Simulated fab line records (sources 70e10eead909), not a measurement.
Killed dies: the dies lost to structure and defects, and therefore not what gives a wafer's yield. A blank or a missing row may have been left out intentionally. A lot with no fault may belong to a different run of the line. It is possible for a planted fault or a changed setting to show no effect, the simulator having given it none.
Matching of chambers -- flow nand-harc -- NHARC_P_M2_ETCH_35 on rie-diel-07: 4 sister chambers
The step etches the open film in N2/H2, target depth 40 nm, overetch 12 nm, time 43.94 s. 4 wafers are shown with their chamber, then 7 later ones without.

== WAFERS WITH THEIR CHAMBER ==
wafer,chamber,drypump-motor-current-A (A)
L199.4,0,5.9
L202.4,2,5.4
L206.3,1,4.9
L206.5,3,6.3

== WAFERS WITHOUT THEIR CHAMBER ==
wafer,drypump-motor-current-A (A)
L207.1,5.4
L207.4,6.3
L207.5,6.0
L209.1,6.3
L209.2,5.4
L209.3,4.9
L210.3,4.9

== WHICH CHAMBER EACH ONE RAN IN ==
wafer,from the rows above,in truth
L207.1,2,2
L207.4,3,3
L207.5,0,0
L209.1,3,3
L209.2,2,2
L209.3,1,1
L210.3,1,1
Placed correctly: 7 of 7. Number that these rows cannot place: 0. Placed wrongly: 0.
How it was worked out, from the rows above alone: a wafer's distance from a chamber is the root of the sum, over the readings, of the square of ((its reading less the chamber's mean) divided by the reading's scatter). If the next closest chamber is less than 2 further off than the closest, the wafer can't be placed; otherwise it belongs to the closest. A chamber's mean is the mean of its shown wafers. The scatter: with one shown wafer a chamber, the root of the mean of the squares of how far each hidden wafer lies from its nearest shown one.
